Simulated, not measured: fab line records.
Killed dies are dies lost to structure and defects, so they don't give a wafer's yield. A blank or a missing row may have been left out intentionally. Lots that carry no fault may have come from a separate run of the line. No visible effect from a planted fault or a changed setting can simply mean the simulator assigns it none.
Matching of chambers ; flow nand_harc ; NHARC_A_SGD_CUT_DESCUM_14 on rie_diel-12 has 4 sister chambers
The step chemistry O2, time 3 s. 4 wafers are shown with their chamber, then 11 later ones without.

WAFERS, EACH WITH ITS CHAMBER
wafer;chamber;drypump_motor_current_A (A)
L087.3;3;6.4
L087.4;1;5.7
L087.5;0;5.4
L087.1;2;5.2

WAFERS WITHOUT THEIR CHAMBER
wafer;drypump_motor_current_A (A)
L087.2;5.4
L087.6;6.5
L088.2;5.4
L088.3;6.5
L088.6;5.4
L088.1;5.2
L088.4;5.7
L088.5;5.7
L091.1;5.7
L091.2;6.5
L091.4;6.5

THE CHAMBER EACH PASSED THROUGH
wafer;from the rows above;in truth
L087.2;0;0
L087.6;3;3
L088.2;0;0
L088.3;3;3
L088.6;0;0
L088.1;2;2
L088.4;1;1
L088.5;1;1
L091.1;1;1
L091.2;3;3
L091.4;3;3
Correctly placed: 11 of 11. From these rows, 0 cannot be placed. Wrongly placed: 0.
How it was worked out, from the rows above alone: a wafer's distance from a chamber is the root of the sum, over the readings, of the square of ((its reading less the chamber's mean) divided by the reading's scatter). The wafer belongs to the nearest chamber; if the next one is less than 2 further off, it can't be placed. For every chamber, the mean is computed from those of its wafers that are shown. The scatter: with one shown wafer a chamber, the root of the mean of the squares of how far each hidden wafer lies from its nearest shown one.
